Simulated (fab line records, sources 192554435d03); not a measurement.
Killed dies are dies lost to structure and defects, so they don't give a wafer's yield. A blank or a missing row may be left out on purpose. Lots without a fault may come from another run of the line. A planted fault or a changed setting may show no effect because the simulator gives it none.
Chamber matching | flow n5_finfet | N5_BEOL_M8_STRIP_19 on rie_diel-03: 4 sister chambers
The step strips in O2. 8 wafers are shown with their chamber, then 8 later ones without.

WAFERS WITH THEIR CHAMBER
wafer  | chamber | drypump_motor_current_A (A) | showerhead_plenum_p_Torr (Torr)
L075.3 | 0       | 5.10                        | 2.16
L078.6 | 2       | 5.70                        | 2.12
L079.4 | 3       | 5.88                        | 2.05
L079.5 | 2       | 5.70                        | 2.12
L081.2 | 3       | 5.88                        | 2.04
L081.3 | 1       | 5.21                        | 2.04
L081.4 | 0       | 5.09                        | 2.15
L085.2 | 1       | 5.23                        | 2.04

WAFERS WITHOUT THEIR CHAMBER
wafer  | drypump_motor_current_A (A) | showerhead_plenum_p_Torr (Torr)
L085.3 | 5.12                        | 2.15
L085.6 | 5.92                        | 2.04
L088.1 | 5.70                        | 2.11
L088.4 | 5.10                        | 2.15
L088.5 | 5.98                        | 2.04
L095.1 | 5.10                        | 2.14
L095.2 | 5.71                        | 2.10
L095.4 | 5.94                        | 2.03

WHICH CHAMBER EACH WENT THROUGH
wafer  | from the rows above | in truth
L085.3 | 0                   | 0
L085.6 | 3                   | 3
L088.1 | 2                   | 2
L088.4 | 0                   | 0
L088.5 | 3                   | 3
L095.1 | 0                   | 0
L095.2 | 2                   | 2
L095.4 | 3                   | 3
Placed correctly: 8 of 8. Can't be placed from these rows: 0. Placed wrongly: 0.
How it was worked out, from the rows above alone: a wafer's distance from a chamber is the root of the sum, over the readings, of the square of ((its reading less the chamber's mean) divided by the reading's scatter). The wafer belongs to the nearest chamber; if the next one is less than 2 further off, it can't be placed. A chamber's mean is the mean of its shown wafers. The scatter: the root of (the sum of the squares of (reading less its chamber's mean) over the shown wafers, divided by (wafers less chambers)).
